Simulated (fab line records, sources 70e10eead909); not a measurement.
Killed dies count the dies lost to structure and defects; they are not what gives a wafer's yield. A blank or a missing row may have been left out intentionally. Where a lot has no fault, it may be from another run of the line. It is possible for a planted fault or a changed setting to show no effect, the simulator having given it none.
Check for tools in common	flow nand_harc	39 wafers sampled across 13 lots

== THE REASON FOR OPENING IT ==
Flagged at NHARC_A_ONON_D2_THK_MEAS_14: reading thk_nm, on 2 of 13 lots. No-fault wafers: 998 nm, standard deviation 9.8.
Rule: a lot is flagged when every wafer of it that has a number lies more than 4 standard deviations from that mean, or none has a number. As for the other lots, they are considered sound.

lot	measured	on	thk_nm (nm), wafer by wafer	flag
L437	day 12 12:41	film_metro-02	992 991 992	
L438	day 12 21:00	film_metro-02	989 988 991	
L439	day 12 21:11	film_metro-02	989 989 990	
L440	day 14 05:17	film_metro-02	1014 1014 1014	
L443	day 14 22:47	film_metro-01	469 469 469	FLAGGED
L445	day 15 17:13	film_metro-02	461 463 464	FLAGGED
L450	day 18 07:34	film_metro-02	1006 1005 1005	
L451	day 18 07:55	film_metro-01	1009 1006 1006	
L453	day 19 06:58	film_metro-01	994 995 995	
L456	day 20 03:10	film_metro-02	983 983 982	
L458	day 21 08:52	film_metro-02	987 988 988	
L459	day 21 16:00	film_metro-01	987 991 988	
L460	day 21 22:23	film_metro-02	992 993 991	
The numbers of the flagged lots are 466 nm on average: -532 nm against the usual, or -54 standard deviations.

== EACH LOT AND THE TOOL IT RAN ON ==
The record holds 2 process steps before the reading, out of a route of 1302 steps. In each cell: the tool, then ch and the chambers that the sampled wafers went through, then the start.
lot	flag	NHARC_A_CHANNEL_FILL_D1_ALD_25	NHARC_A_ONON_D2_DEP_12
L437		ald_hk-02 ch 0,3, day 10 10:05	pecvd_onon-03 ch 0, day 12 12:14
L438		ald_hk-01 ch 1,2,3, day 10 21:23	pecvd_onon-01 ch 0, day 12 20:32
L439		ald_hk-03 ch 0,3, day 10 20:47	pecvd_onon-03 ch 0, day 12 20:46
L440		ald_hk-01 ch 0,2, day 12 06:17	pecvd_onon-01 ch 0, day 14 04:49
L443	FLAGGED	ald_hk-01 ch 2,3, day 12 17:38	pecvd_onon-01 ch 0, day 14 22:23
L445	FLAGGED	ald_hk-03 ch 0,2,3, day 13 14:25	pecvd_onon-01 ch 0, day 15 16:46
L450		ald_hk-03 ch 0,3, day 16 06:43	pecvd_onon-04 ch 0, day 18 07:10
L451		ald_hk-02 ch 2,3, day 16 06:43	pecvd_onon-01 ch 0, day 18 07:27
L453		ald_hk-03 ch 2,3, day 17 01:06	pecvd_onon-03 ch 0, day 19 06:38
L456		ald_hk-03 ch 0,1,3, day 18 02:44	pecvd_onon-03 ch 0, day 20 02:40
L458		ald_hk-03 ch 0,1,2, day 19 06:53	pecvd_onon-01 ch 0, day 21 08:21
L459		ald_hk-03 ch 0,1,2, day 19 11:35	pecvd_onon-01 ch 0, day 21 15:33
L460		ald_hk-02 ch 0,2,3, day 19 21:37	pecvd_onon-01 ch 0, day 21 21:52
What is done by these steps:
- NHARC_A_CHANNEL_FILL_D1_ALD_25: deposits SiOx, target thk 60 nm, pulse time 10 s, ald cycles 600.
- NHARC_A_ONON_D2_DEP_12: target thk 1000 nm.
- NHARC_A_ONON_D2_THK_MEAS_14: measures by ellipsometry.

== FLAGGED AGAINST TOTAL, ONE TOOL AT A TIME (gauges that did the reading follow at the end) ==
step	tool	lots run	flagged	share of the flagged lots	sound lots run after its first flagged lot
NHARC_A_CHANNEL_FILL_D1_ALD_25	ald_hk-01	3	1	some	0
NHARC_A_CHANNEL_FILL_D1_ALD_25	ald_hk-02	3	0	none	-
NHARC_A_CHANNEL_FILL_D1_ALD_25	ald_hk-03	7	1	some	5 (L450,L453,L456,L458,L459)
NHARC_A_ONON_D2_DEP_12	pecvd_onon-01	8	2	all	4 (L451,L458,L459,L460)
NHARC_A_ONON_D2_DEP_12	pecvd_onon-03	4	0	none	-
NHARC_A_ONON_D2_DEP_12	pecvd_onon-04	1	0	none	-
NHARC_A_ONON_D2_THK_MEAS_14	film_metro-01	4	1	some	3 (L451,L453,L459)
NHARC_A_ONON_D2_THK_MEAS_14	film_metro-02	9	1	some	4 (L450,L456,L458,L460)

== WHAT IS ALLOWED BY THE TABLE ==
All flagged lots share 1 row of the table, namely pecvd_onon-01 at NHARC_A_ONON_D2_DEP_12.
- pecvd_onon-01 at NHARC_A_ONON_D2_DEP_12: 2 of its 8 lots flagged. Sound lots followed the first flagged one (L451, L458, L459, L460) on it, something a lasting fault affecting the whole tool could not allow.
None of the table's rows ran every flagged lot and, after the first, no sound lot.

== WHAT THE SIMULATOR PUT IN ==
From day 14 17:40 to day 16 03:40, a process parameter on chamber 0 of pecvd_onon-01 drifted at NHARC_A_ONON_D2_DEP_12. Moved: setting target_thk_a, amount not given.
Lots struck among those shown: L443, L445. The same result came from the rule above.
